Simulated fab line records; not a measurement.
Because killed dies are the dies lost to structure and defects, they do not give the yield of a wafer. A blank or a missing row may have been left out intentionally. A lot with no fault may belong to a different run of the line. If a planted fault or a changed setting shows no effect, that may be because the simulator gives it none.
What tool caused it? :: flow nand_harc :: 12 lots, 36 wafers sampled, at 6 steps of a route of 1302

== WHAT EACH GAUGE READ, for each wafer ==
NHARC_P_GATE_CD_MEAS_46 targets a cd of 720 nm. Usual: cd_nm at 719.4 nm, with a standard deviation of 2.
lot: L594
measured: day 6 02:37
on: cd_sem-01
cd_nm (nm): 720.9 721.0 720.8
flag: 

lot: L595
measured: day 6 04:30
on: cd_sem-02
cd_nm (nm): 717.8 717.9 719.8
flag: 

lot: L596
measured: day 7 02:50
on: cd_sem-01
cd_nm (nm): 718.2 717.1 718.7
flag: 

lot: L600
measured: day 8 13:22
on: cd_sem-02
cd_nm (nm): 680.1 683.8 682.7
flag: OFF

lot: L608
measured: day 11 17:10
on: cd_sem-03
cd_nm (nm): 716.9 720.0 717.5
flag: 

lot: L609
measured: day 12 04:36
on: cd_sem-03
cd_nm (nm): 720.4 717.8 719.6
flag: 

lot: L610
measured: day 12 16:42
on: cd_sem-01
cd_nm (nm): 721.1 721.2 722.1
flag: 

lot: L611
measured: day 12 21:35
on: cd_sem-02
cd_nm (nm): 718.1 719.6 718.8
flag: 

lot: L612
measured: day 13 08:30
on: cd_sem-02
cd_nm (nm): 722.0 720.0 719.2
flag: 

lot: L614
measured: day 14 08:02
on: cd_sem-02
cd_nm (nm): 720.2 718.0 722.7
flag: 

lot: L615
measured: day 14 15:58
on: cd_sem-03
cd_nm (nm): 716.0 717.8 716.9
flag: 

lot: L616
measured: day 15 00:49
on: cd_sem-02
cd_nm (nm): 717.0 719.0 716.6
flag: 

NHARC_END_SORT_01. Usual: killed_at_array 53, standard deviation 20; killed_at_other 1, standard deviation 1.2; killed_at_periphery 3.7, standard deviation 2.6; killed_dies 58, standard deviation 20; killed_open 3.5, standard deviation 1.8; killed_short 2.4, standard deviation 1.7.
lot: L600
measured: day 28 01:36
on: prober-01
killed_at_array: 38
killed_at_other: 1
killed_at_periphery: 5
killed_dies: 44
killed_open: 4
killed_short: 3
flag: 

== TOOL THAT RAN EACH LOT (tool first, then ch and the chambers of the sampled wafers, then the start) ==
lot: L594
NHARC_P_STI_ETCH_42: rie_diel-08 ch 1,2,3, day 3 06:50
NHARC_P_GATE_HM_DEP_102: acl_dep-03 ch 0, day 5 13:07
NHARC_P_GATE_EXPOSE_43: krf_scanner-04 ch 0, day 6 02:28
NHARC_P_GATE_STRIP_112: plasma_asher-01 ch 0,1, day 6 04:56

lot: L595
NHARC_P_STI_ETCH_42: rie_diel-03 ch 1,2,3, day 3 14:58
NHARC_P_GATE_HM_DEP_102: acl_dep-02 ch 0, day 5 15:33
NHARC_P_GATE_EXPOSE_43: krf_scanner-01 ch 0, day 6 04:21
NHARC_P_GATE_STRIP_112: plasma_asher-01 ch 0,1, day 6 06:53

lot: L596
NHARC_P_STI_ETCH_42: rie_diel-12 ch 2,3, day 4 03:26
NHARC_P_GATE_HM_DEP_102: acl_dep-01 ch 0, day 6 11:25
NHARC_P_GATE_EXPOSE_43: krf_scanner-01 ch 0, day 7 02:41
NHARC_P_GATE_STRIP_112: plasma_asher-01 ch 0, day 7 05:13

lot: L600
NHARC_P_STI_ETCH_42: rie_diel-03 ch 2,3, day 5 20:41
NHARC_P_GATE_HM_DEP_102: acl_dep-01 ch 0, day 8 00:05
NHARC_P_GATE_EXPOSE_43: krf_scanner-02 ch 0, day 8 13:12
NHARC_P_GATE_STRIP_112: plasma_asher-02 ch 0,1, day 8 15:41

lot: L608
NHARC_P_STI_ETCH_42: rie_diel-03 ch 0,1,2, day 9 01:27
NHARC_P_GATE_HM_DEP_102: acl_dep-03 ch 0, day 11 01:52
NHARC_P_GATE_EXPOSE_43: krf_scanner-01 ch 0, day 11 17:01
NHARC_P_GATE_STRIP_112: plasma_asher-02 ch 0,1, day 11 19:43

lot: L609
NHARC_P_STI_ETCH_42: rie_diel-03 ch 1,2,3, day 9 10:37
NHARC_P_GATE_HM_DEP_102: acl_dep-01 ch 0, day 11 15:34
NHARC_P_GATE_EXPOSE_43: krf_scanner-04 ch 0, day 12 04:27
NHARC_P_GATE_STRIP_112: plasma_asher-02 ch 0,1, day 12 07:02

lot: L610
NHARC_P_STI_ETCH_42: rie_diel-12 ch 0,1,3, day 10 00:33
NHARC_P_GATE_HM_DEP_102: acl_dep-01 ch 0, day 12 03:46
NHARC_P_GATE_EXPOSE_43: krf_scanner-04 ch 0, day 12 16:33
NHARC_P_GATE_STRIP_112: plasma_asher-02 ch 0,1, day 12 19:04

lot: L611
NHARC_P_STI_ETCH_42: rie_diel-08 ch 0,3, day 10 07:00
NHARC_P_GATE_HM_DEP_102: acl_dep-01 ch 0, day 12 08:31
NHARC_P_GATE_EXPOSE_43: krf_scanner-01 ch 0, day 12 21:26
NHARC_P_GATE_STRIP_112: plasma_asher-01 ch 0,1, day 12 23:58

lot: L612
NHARC_P_STI_ETCH_42: rie_diel-08 ch 1,2,3, day 10 17:25
NHARC_P_GATE_HM_DEP_102: acl_dep-01 ch 0, day 12 19:11
NHARC_P_GATE_EXPOSE_43: krf_scanner-04 ch 0, day 13 08:20
NHARC_P_GATE_STRIP_112: plasma_asher-02 ch 0,1, day 13 10:47

lot: L614
NHARC_P_STI_ETCH_42: rie_diel-08 ch 0,1,3, day 11 14:48
NHARC_P_GATE_HM_DEP_102: acl_dep-01 ch 0, day 13 18:40
NHARC_P_GATE_EXPOSE_43: krf_scanner-02 ch 0, day 14 07:53
NHARC_P_GATE_STRIP_112: plasma_asher-01 ch 0,1, day 14 10:20

lot: L615
NHARC_P_STI_ETCH_42: rie_diel-12 ch 0,3, day 11 23:04
NHARC_P_GATE_HM_DEP_102: acl_dep-02 ch 0, day 14 02:49
NHARC_P_GATE_EXPOSE_43: krf_scanner-01 ch 0, day 14 15:49
NHARC_P_GATE_STRIP_112: plasma_asher-01 ch 0,1, day 14 18:16

lot: L616
NHARC_P_STI_ETCH_42: rie_diel-03 ch 1,2,3, day 12 09:23
NHARC_P_GATE_HM_DEP_102: acl_dep-01 ch 0, day 14 11:23
NHARC_P_GATE_EXPOSE_43: krf_scanner-02 ch 0, day 15 00:40
NHARC_P_GATE_STRIP_112: plasma_asher-02 ch 0,1, day 15 03:00
- NHARC_P_STI_ETCH_42: etches the open film in N2/H2, target depth 80 nm, overetch 24 nm, time 61 s.
- NHARC_P_GATE_HM_DEP_102: deposits aC, target thk 120 nm.
- NHARC_P_GATE_EXPOSE_43: exposes mask P NSD, target cd 720 nm.
- NHARC_P_GATE_STRIP_112: strips in N2/H2, time 200 s.

== WHAT THE TOOLS THEMSELVES READ (means of the sampled wafers that have a number; where no wafer has one, the mark that the record gives instead) ==
NHARC_P_STI_ETCH_42. Usual: drypump_motor_current_A 5.8 A, standard deviation 0.48; oes_product_au 0.997 a.u., standard deviation 0.01; rf_fwd_power_W 395.6 W, standard deviation 1.9; rf_vpp_V 430.7 V, standard deviation 2.8; showerhead_plenum_p_Torr 2.05 Torr, standard deviation 0.099; throttle_valve_pct 14.172 %, standard deviation 0.0093.
lot: L594
tool: rie_diel-08
drypump_motor_current_A (A): 5.8
oes_product_au (a.u.): 0.995
rf_fwd_power_W (W): 394.9
rf_vpp_V (V): 432.8
showerhead_plenum_p_Torr (Torr): 2.12
throttle_valve_pct (%): 14.171
flag: 

lot: L595
tool: rie_diel-03
drypump_motor_current_A (A): 5.8
oes_product_au (a.u.): 1.001
rf_fwd_power_W (W): 394.4
rf_vpp_V (V): 432.8
showerhead_plenum_p_Torr (Torr): 2.09
throttle_valve_pct (%): 14.174
flag: 

lot: L596
tool: rie_diel-12
drypump_motor_current_A (A): 5.5
oes_product_au (a.u.): 0.997
rf_fwd_power_W (W): 397.6
rf_vpp_V (V): 427.7
showerhead_plenum_p_Torr (Torr): 1.96
throttle_valve_pct (%): 14.168
flag: 

lot: L600
tool: rie_diel-03
drypump_motor_current_A (A): 5.8
oes_product_au (a.u.): 1.001
rf_fwd_power_W (W): 394.0
rf_vpp_V (V): 430.0
showerhead_plenum_p_Torr (Torr): 2.02
throttle_valve_pct (%): 14.176
flag: 

lot: L608
tool: rie_diel-03
drypump_motor_current_A (A): 5.4
oes_product_au (a.u.): 0.988
rf_fwd_power_W (W): 394.8
rf_vpp_V (V): 429.9
showerhead_plenum_p_Torr (Torr): 2.02
throttle_valve_pct (%): 14.169
flag: 

lot: L609
tool: rie_diel-03
drypump_motor_current_A (A): 5.8
oes_product_au (a.u.): 0.991
rf_fwd_power_W (W): 395.3
rf_vpp_V (V): 431.9
showerhead_plenum_p_Torr (Torr): 2.08
throttle_valve_pct (%): 14.165
flag: 

lot: L610
tool: rie_diel-12
drypump_motor_current_A (A): 5.8
oes_product_au (a.u.): 0.994
rf_fwd_power_W (W): 397.0
rf_vpp_V (V): 429.2
showerhead_plenum_p_Torr (Torr): 1.97
throttle_valve_pct (%): 14.173
flag: 

lot: L611
tool: rie_diel-08
drypump_motor_current_A (A): 6.0
oes_product_au (a.u.): 0.994
rf_fwd_power_W (W): 396.9
rf_vpp_V (V): 430.5
showerhead_plenum_p_Torr (Torr): 2.06
throttle_valve_pct (%): 14.173
flag: 

lot: L612
tool: rie_diel-08
drypump_motor_current_A (A): 5.9
oes_product_au (a.u.): 0.998
rf_fwd_power_W (W): 396.0
rf_vpp_V (V): 432.1
showerhead_plenum_p_Torr (Torr): 2.12
throttle_valve_pct (%): 14.166
flag: 

lot: L614
tool: rie_diel-08
drypump_motor_current_A (A): 6.3
oes_product_au (a.u.): 1.004
rf_fwd_power_W (W): 394.9
rf_vpp_V (V): 431.4
showerhead_plenum_p_Torr (Torr): 2.08
throttle_valve_pct (%): 14.178
flag: 

lot: L615
tool: rie_diel-12
drypump_motor_current_A (A): 6.0
oes_product_au (a.u.): 1.006
rf_fwd_power_W (W): 396.6
rf_vpp_V (V): 428.9
showerhead_plenum_p_Torr (Torr): 2.00
throttle_valve_pct (%): 14.170
flag: 

lot: L616
tool: rie_diel-03
drypump_motor_current_A (A): 5.8
oes_product_au (a.u.): 0.992
rf_fwd_power_W (W): 394.1
rf_vpp_V (V): 431.5
showerhead_plenum_p_Torr (Torr): 2.08
throttle_valve_pct (%): 14.175
flag: 

NHARC_P_GATE_HM_DEP_102. Usual: throttle_valve_pct at 35.000 %, with a standard deviation of 0.009.
lot: L594
tool: acl_dep-03
throttle_valve_pct (%): 34.993
flag: 

lot: L595
tool: acl_dep-02
throttle_valve_pct (%): 35.001
flag: 

lot: L596
tool: acl_dep-01
throttle_valve_pct (%): 35.001
flag: 

lot: L600
tool: acl_dep-01
throttle_valve_pct (%): 34.997
flag: 

lot: L608
tool: acl_dep-03
throttle_valve_pct (%): 35.006
flag: 

lot: L609
tool: acl_dep-01
throttle_valve_pct (%): 34.997
flag: 

lot: L610
tool: acl_dep-01
throttle_valve_pct (%): 35.006
flag: 

lot: L611
tool: acl_dep-01
throttle_valve_pct (%): 34.998
flag: 

lot: L612
tool: acl_dep-01
throttle_valve_pct (%): 34.996
flag: 

lot: L614
tool: acl_dep-01
throttle_valve_pct (%): 34.998
flag: 

lot: L615
tool: acl_dep-02
throttle_valve_pct (%): 35.005
flag: 

lot: L616
tool: acl_dep-01
throttle_valve_pct (%): 35.000
flag: 

NHARC_P_GATE_STRIP_112. Usual: drypump_motor_current_A 5.8 A, standard deviation 0.41; heater_power_w 84 W, standard deviation 5.7.
lot: L594
tool: plasma_asher-01
drypump_motor_current_A (A): 5.9
heater_power_w (W): 82
flag: 

lot: L595
tool: plasma_asher-01
drypump_motor_current_A (A): 5.8
heater_power_w (W): 80
flag: 

lot: L596
tool: plasma_asher-01
drypump_motor_current_A (A): 5.2
heater_power_w (W): 86
flag: 

lot: L600
tool: plasma_asher-02
drypump_motor_current_A (A): 5.9
heater_power_w (W): 89
flag: 

lot: L608
tool: plasma_asher-02
drypump_motor_current_A (A): 5.9
heater_power_w (W): 90
flag: 

lot: L609
tool: plasma_asher-02
drypump_motor_current_A (A): 6.1
heater_power_w (W): 89
flag: 

lot: L610
tool: plasma_asher-02
drypump_motor_current_A (A): 6.0
heater_power_w (W): 91
flag: 

lot: L611
tool: plasma_asher-01
drypump_motor_current_A (A): 5.9
heater_power_w (W): 76
flag: 

lot: L612
tool: plasma_asher-02
drypump_motor_current_A (A): 6.0
heater_power_w (W): 88
flag: 

lot: L614
tool: plasma_asher-01
drypump_motor_current_A (A): 5.9
heater_power_w (W): 77
flag: 

lot: L615
tool: plasma_asher-01
drypump_motor_current_A (A): 5.5
heater_power_w (W): 80
flag: 

lot: L616
tool: plasma_asher-02
drypump_motor_current_A (A): 6.0
heater_power_w (W): 88
flag: 

== THE ANSWER, worked out from the rows above alone ==
Rule: a lot counts as off when the mean over its wafers that have a number is more than 3 standard deviations away from the usual mean. Also off: a lot with no number at a reading for which 4 or more lots have one. Any other lot the step has rows for is counted as sound. After the gauges, taken in route order, come the tools' own readings; for these a lot's mean is taken, as printed above. The first step at which some lot is off is used, and at that step the reading that is off furthest; a lot without a number counts as furthest.
Off: L600, at NHARC_P_GATE_CD_MEAS_46 (cd_nm).
If a tool, at a process step before that reading, ran all the lots that are off and no sound lot after the first of them, it fits. Gauges at NHARC_P_GATE_CD_MEAS_46: tried the same way as those tools. None of those tried fits.

== WHAT THE SIMULATOR PUT IN ==
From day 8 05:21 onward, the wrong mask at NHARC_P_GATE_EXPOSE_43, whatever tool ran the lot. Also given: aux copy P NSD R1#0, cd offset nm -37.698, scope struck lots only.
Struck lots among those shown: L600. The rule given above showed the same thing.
